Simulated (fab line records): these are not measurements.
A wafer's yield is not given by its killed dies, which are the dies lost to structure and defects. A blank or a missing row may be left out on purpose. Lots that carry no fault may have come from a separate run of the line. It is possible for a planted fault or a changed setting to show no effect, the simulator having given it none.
Matching of chambers + flow nand_harc + NHARC_A_STAIRCASE_DEP_259 on pecvd-02 has 3 sister chambers
The step deposits SiON, target thk 30 nm. 6 wafers are shown with their chamber, then 7 later ones without.

== WAFERS PAIRED WITH THEIR CHAMBERS ==
| wafer  | chamber | heater_power_w (W) |
|--------|---------|--------------------|
| L080.3 | 1       | 918                |
| L080.5 | 2       | 550                |
| L082.4 | 0       | 687                |
| L082.6 | 1       | 879                |
| L086.3 | 0       | 714                |
| L086.5 | 2       | 565                |

== WAFERS WITHOUT THEIR CHAMBER ==
| wafer  | heater_power_w (W) |
|--------|--------------------|
| L086.6 | 712                |
| L087.1 | 670                |
| L087.2 | 565                |
| L087.6 | 585                |
| L094.1 | 650                |
| L094.2 | 1018               |
| L094.4 | 668                |

== EACH ONE'S CHAMBER ==
| wafer  | from the rows above | in truth |
|--------|---------------------|----------|
| L086.6 | 0                   | 0        |
| L087.1 | 0                   | 0        |
| L087.2 | 2                   | 2        |
| L087.6 | 2                   | 2        |
| L094.1 | 0                   | 0        |
| L094.2 | 1                   | 1        |
| L094.4 | 0                   | 0        |
Correct placement for 7 of the 7. From these rows, 0 cannot be placed. Wrongly placed: 0.
How it was worked out, from the rows above alone: a wafer's distance from a chamber is the root of the sum, over the readings, of the square of ((its reading less the chamber's mean) divided by the reading's scatter). If the next closest chamber is less than 2 further off than the closest, the wafer can't be placed; otherwise it belongs to the closest. A chamber's mean is the mean of its shown wafers. The scatter: the root of (the sum of the squares of (reading less its chamber's mean) over the shown wafers, divided by (wafers less chambers)).
